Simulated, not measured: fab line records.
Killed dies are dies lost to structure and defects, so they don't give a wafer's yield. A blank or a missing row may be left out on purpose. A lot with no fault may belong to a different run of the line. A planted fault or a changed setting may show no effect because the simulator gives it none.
Matching of chambers	flow nand harc	4 sister chambers for NHARC_A_CHANNEL_FILL_D1_STRIP_28 on rie diel-12
The step strips in O2, time 20 s. 33 wafers are shown with their chamber, then 12 later ones without.

## EACH WAFER AND ITS CHAMBER
wafer	chamber	drypump motor current A (A)	oes product au (a.u.)	rf vpp V (V)
L075.2	3	5.6	1.006	57.7
L075.3	0	6.2	0.996	57.9
L075.5	3	5.7	1.017	56.8
L076.2	0	6.2	1.004	57.3
L076.5	3	5.6	1.018	59.2
L076.6	2	5.3	1.004	58.0
L078.1	1	6.4	1.005	58.1
L078.2	0	6.1	1.001	58.4
L078.3	3	5.6	1.003	55.9
L078.4	0	6.2	0.996	59.4
L078.5	3	5.6	1.014	57.4
L078.6	1	6.3	0.998	59.3
L080.2	2	5.3	0.987	59.4
L080.4	1	6.4	0.997	57.6
L080.5	3	5.6	0.996	58.0
L082.2	1	6.4	0.994	57.9
L082.3	0	6.2	0.980	58.2
L082.4	3	5.7	0.988	58.4
L084.1	1	6.4	0.999	57.1
L084.2	3	5.6	1.004	57.5
L084.4	3	5.7	0.994	58.3
L085.1	3	5.6	0.996	57.1
L085.3	2	5.3	0.999	57.5
L085.6	1	6.4	1.006	58.0
L088.1	0	6.2	0.980	58.9
L088.2	2	5.3	0.991	58.3
L088.4	3	5.6	0.994	57.9
L086.3	3	5.7	0.985	58.5
L086.5	2	5.3	0.990	57.0
L086.6	1	6.4	0.997	57.7
L093.1	2	5.3	1.010	56.3
L093.4	1	6.4	1.007	58.8
L093.5	3	5.6	0.996	56.9

SIGNATURES, as means of the wafers listed above
reading	chamber 0	chamber 1	chamber 2	chamber 3	scatter within a chamber
drypump motor current A	6.183	6.388	5.300	5.631	0.0393
oes product au	0.99283	1.00038	0.99683	1.00085	0.00922
rf vpp V	58.350	58.062	57.750	57.662	0.85
Rule: for a wafer and a chamber, the distance is found by dividing, reading by reading, the gap between the wafer's reading and the chamber's mean by the reading's scatter, squaring, summing and taking the root. If the next closest chamber is less than 2 further off than the closest, the wafer can't be placed; otherwise it belongs to the closest. How the scatter is found: for the shown wafers, subtract from each reading the mean of its chamber, square and add these, divide the total by (wafers less chambers), then take the root.

## WAFERS WHOSE CHAMBER IS MISSING
wafer	drypump motor current A (A)	oes product au (a.u.)	rf vpp V (V)
L092.1	6.4	0.989	58.0
L092.3	5.3	1.009	57.3
L092.4	6.1	0.987	58.0
L094.2	5.3	0.989	57.3
L094.4	6.2	0.988	58.0
L094.6	6.1	0.984	57.1
L097.1	6.4	0.999	57.5
L097.2	5.6	0.996	57.2
L097.5	6.2	0.989	55.1
L096.1	5.3	0.997	57.9
L096.5	6.2	0.991	57.3
L096.6	5.6	1.004	56.5

## WHICH CHAMBER EACH WENT THROUGH
wafer	from the rows above	in truth
L092.1	1	1
L092.3	2	2
L092.4	0	0
L094.2	2	2
L094.4	0	0
L094.6	0	0
L097.1	1	1
L097.2	3	3
L097.5	0	0
L096.1	2	2
L096.5	0	0
L096.6	3	3
Placed correctly: 12 of 12. Number that these rows cannot place: 0. 0 placed wrongly.
